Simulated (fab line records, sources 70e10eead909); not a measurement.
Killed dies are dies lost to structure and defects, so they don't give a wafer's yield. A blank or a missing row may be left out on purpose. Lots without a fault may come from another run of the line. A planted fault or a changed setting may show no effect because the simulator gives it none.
Chamber matching | flow nand_harc | NHARC_A_STAIRCASE_ETCH_169 on rie_diel-11: 4 sister chambers
The step etches the open film in CH3F/O2, target depth 50 nm, time 107.1 s. 4 wafers are shown with their chamber, then 8 later ones without.

WAFERS WITH THEIR CHAMBER
wafer  | chamber | showerhead_plenum_p_Torr (Torr)
L820.1 | 1       | 2.49
L825.2 | 0       | 2.48
L826.1 | 2       | 2.57
L826.4 | 3       | 2.50

WAFERS WITHOUT THEIR CHAMBER
wafer  | showerhead_plenum_p_Torr (Torr)
L826.6 | 2.50
L832.1 | 2.48
L832.2 | 2.49
L832.5 | 2.48
L830.1 | 2.56
L830.4 | 2.48
L836.5 | 2.49
L836.6 | 2.56

WHICH CHAMBER EACH WENT THROUGH
wafer  | from the rows above | in truth
L826.6 | 3                   | 3
L832.1 | 0                   | 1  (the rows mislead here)
L832.2 | 1                   | 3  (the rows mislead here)
L832.5 | 0                   | 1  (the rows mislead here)
L830.1 | 2                   | 2
L830.4 | 0                   | 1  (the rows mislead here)
L836.5 | 1                   | 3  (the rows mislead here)
L836.6 | 2                   | 2
Placed correctly: 3 of 8. Can't be placed from these rows: 0. Placed wrongly: 5.
How it was worked out, from the rows above alone: a wafer's distance from a chamber is the root of the sum, over the readings, of the square of ((its reading less the chamber's mean) divided by the reading's scatter). The wafer belongs to the nearest chamber; if the next one is less than 2 further off, it can't be placed. A chamber's mean is the mean of its shown wafers. The scatter: with one shown wafer a chamber, the root of the mean of the squares of how far each hidden wafer lies from its nearest shown one.
